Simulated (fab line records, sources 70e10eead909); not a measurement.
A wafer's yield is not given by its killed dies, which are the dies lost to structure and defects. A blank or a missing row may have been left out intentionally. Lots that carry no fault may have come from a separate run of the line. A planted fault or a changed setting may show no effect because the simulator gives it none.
What tool caused it?	flow nand harc	Sampling: 11 lots, 33 wafers, 3 of 1302 route steps

WHAT EACH GAUGE READ, for each wafer
NHARC_P_ZERO_WELL_CD_MEAS_24 targets a cd of 720 nm.
lot	measured	on	cd nm (nm)
L353	day 1 22:40	cd sem-01	718.0 722.9 723.5
L354	day 2 08:29	cd sem-03	720.7 720.8 723.1
L355	day 2 18:28	cd sem-01	718.6 716.3 719.1
L357	day 3 14:27	cd sem-03	717.9 718.9 718.9
L359	day 4 10:35	cd sem-02	- - -
L360	day 4 20:26	cd sem-01	- - -
L361	day 5 06:35	cd sem-01	- - -
L362	day 5 16:28	cd sem-02	719.4 714.1 715.2
L370	day 9 00:32	cd sem-02	720.6 720.5 719.9
L373	day 10 06:29	cd sem-02	719.9 719.3 718.1
L374	day 10 16:21	cd sem-01	720.8 719.6 718.2

EACH LOT AND THE TOOL THAT RAN IT (in order: tool; ch and the chambers of the sampled wafers; start)
lot	NHARC_P_ZERO_WELL_ETCH_62	NHARC_P_ZERO_WELL_EXPOSE_21
L353	rie diel-10 ch 0,1, day 1 22:31 or earlier	krf scanner-04 ch 0, day 1 22:31
L354	rie diel-10 ch 0,1, day 2 08:19 or earlier	krf scanner-04 ch 0, day 2 08:19
L355	rie diel-10 ch 0,1,3, day 2 18:18 or earlier	krf scanner-01 ch 0, day 2 18:18
L357	rie diel-10 ch 0,2,3, day 3 14:17 or earlier	krf scanner-04 ch 0, day 3 14:17
L359	rie diel-10 ch 1,3, day 4 10:26 or earlier	krf scanner-02, day 4 10:26
L360	rie diel-01 ch 1,2, day 4 20:16 or earlier	krf scanner-02, day 4 20:16
L361	rie diel-10 ch 1,2,3, day 5 06:26 or earlier	krf scanner-04, day 5 06:26
L362	rie diel-10 ch 0,1,3, day 5 16:18 or earlier	krf scanner-04 ch 0, day 5 16:18
L370	rie diel-10 ch 1,2,3, day 9 00:23 or earlier	krf scanner-04 ch 0, day 9 00:23
L373	rie diel-01 ch 0,1,2, day 10 06:19 or earlier	krf scanner-04 ch 0, day 10 06:19
L374	rie diel-08 ch 0,3, day 10 16:11 or earlier	krf scanner-04 ch 0, day 10 16:11
- NHARC_P_ZERO_WELL_ETCH_62: etches the open film in CHF3/Ar, target depth 13 nm, time 6.5 s.
- NHARC_P_ZERO_WELL_EXPOSE_21: exposes mask P NWELL, target cd 720 nm.

THE ANSWER, worked out from the rows above alone
Rule: usual is defined by the lots themselves. Put in order of their means at a reading, lots are off if they are a third of the lots or fewer, leave a main group of 4 or more, and stand apart from it by a gap of 3 or more times the standard deviation of the main group's means; of several such gaps the widest counts. If all means in a main group match to the digits the tables above print for the reading, that group is not used. Also off: a lot with no number at a reading for which 4 or more lots have one. The other lots that the step has rows for count as sound.
Off: L359, L360, L361, at NHARC_P_ZERO_WELL_CD_MEAS_24 (cd nm). Without a number there: L359, L360, L361. The main group has a mean of 719.3 nm with a standard deviation of 1.7.
If a tool, at a process step before that reading, ran all the lots that are off and no sound lot after the first of them, it fits. Gauges at NHARC_P_ZERO_WELL_CD_MEAS_24: tried the same way as those tools. Because NHARC_P_ZERO_WELL_ETCH_62 lacks a start for some lots, the hours and order of its lots are taken from NHARC_P_ZERO_WELL_EXPOSE_21. Of those tried, none fits.

WHAT THE SIMULATOR PUT IN
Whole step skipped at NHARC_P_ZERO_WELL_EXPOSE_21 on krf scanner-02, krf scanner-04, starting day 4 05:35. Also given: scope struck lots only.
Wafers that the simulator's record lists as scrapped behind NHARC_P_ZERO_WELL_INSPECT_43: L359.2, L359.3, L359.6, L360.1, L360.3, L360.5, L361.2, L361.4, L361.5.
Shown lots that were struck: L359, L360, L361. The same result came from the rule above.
